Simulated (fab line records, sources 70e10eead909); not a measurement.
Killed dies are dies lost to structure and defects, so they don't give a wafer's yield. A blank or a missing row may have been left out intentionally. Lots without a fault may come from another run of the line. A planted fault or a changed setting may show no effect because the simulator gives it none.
A struck lot beside a sound one / flow nandHarc / 14 steps out of a route of 1159
Sound: these wafers, L137.2, L137.3, L137.6. Wafers struck: L132.1, L132.2, L132.4. At the end, the cause is stated.
Each step with rows lists, per side, the tool, then ch with its chambers, then its first start. Under that, the readings that differ: sound wafers / struck wafers / difference of the means / sigmas: that difference in standard deviations of wafers without a fault.
alike: readings with means less than 2 such deviations apart, plus words and numbers identical on both sides. not compared: withheld readings, readings lacking a value on some wafer, bounds such as >300 that could conceal the same value, and numbers that have no deviation in the record and whose values overlap.
A row with sigmas, a row that says differs or no value, or rows on one side alone: a step with any of these is where the two part. When numbers do not overlap yet have no deviation, they are printed without sigmas and do not part them. A reading missing from all wafers of one side parts the sides only when that side holds two or more wafers.

NHARC_P_ZERO_WELL_DESCUM_13: chemistry O2, time 3 s.
  sound on rieDiel-05 ch 0,2,3, day 5 07:25; struck on rieDiel-08 ch 0,1,3, day 4 01:24
  alike: drypumpMotorCurrentA, oesProductAu, rfVppV, showerheadPlenumPTorr, throttleValvePct
  not compared: rfHoursCounterH
NHARC_P_ZERO_WELL_ETCH_65: etches the open film in N2/H2, target depth 80 nm, overetch 24 nm, time 87.88 s.
  sound on rieDiel-05 ch 0,1,2, day 5 07:29; struck on rieDiel-08 ch 0,2,3, day 4 01:29
  alike: drypumpMotorCurrentA, n2FlowSccm, oesProductAu, rfVppV, showerheadPlenumPTorr, throttleValvePct
  not compared: rfHoursCounterH
NHARC_P_ZERO_WELL_ETCH_62: etches the open film in CHF3/Ar, target depth 13 nm, time 6.5 s.
  sound: rieDiel-05 ch 1,2; struck: rieDiel-08 ch 1,2,3
  alike: drypumpMotorCurrentA, oesProductAu, rfVppV, showerheadPlenumPTorr, throttleValvePct
  not compared: rfHoursCounterH
NHARC_P_ZERO_WELL_ETCH_63: etches the open film in HBr/Cl2, target depth 120 nm, time 40.1 s.
  sound on rieSi-03 ch 1,2,3, day 5 07:40; struck on rieSi-03 ch 0,1,3, day 4 01:40
  alike: drypumpMotorCurrentA, hbrFlowSccm, oesProductAu, throttleValvePct
  not compared: rfHoursCounterH
then, 8 steps without rows for these wafers: NHARC_P_ZERO_WELL_STRIP_15 (strips in SPM, time 900 s); NHARC_P_ZERO_WELL_DEHYDRATE_16 (time 120 s); NHARC_P_ZERO_WELL_HMDS_17 (time 30 s); NHARC_P_ZERO_WELL_COAT_18; NHARC_P_ZERO_WELL_SOFTBAKE_19 (time 95 s); NHARC_P_ZERO_WELL_EBR_20; NHARC_P_ZERO_WELL_EXPOSE_21 (exposes mask P NWELL, target cd 720 nm); NHARC_P_ZERO_WELL_PEB_22 (peb time 85 s).
NHARC_P_ZERO_WELL_DEVELOP_23: time 70 s.
  struck on lithoTrack-07, day 4 02:00; sound on lithoTrack-07 ch 0, day 5 08:00
  no value came back on the struck wafers for chillPlateTempC (C), exhaustPa (Pa), timeS (s); on the sound wafers chillPlateTempC (C) reads 23.11 22.99 22.93
NHARC_P_ZERO_WELL_CD_MEAS_24: target cd 720 nm.
  sound on cdSem-01 ch 0, day 5 08:35; struck on cdSem-01 ch 0, day 4 02:35
  alike: cdNm

## WHERE THEY PART
Within this record, at NHARC_P_ZERO_WELL_DEVELOP_23 only. Later steps at which nothing parts them and some readings are alike: NHARC_P_ZERO_WELL_CD_MEAS_24.

WHY: what had been put in by the simulator
Skipped step whole: lithoTrack-07, from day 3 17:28 on, at NHARC_P_ZERO_WELL_DEVELOP_23. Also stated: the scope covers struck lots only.
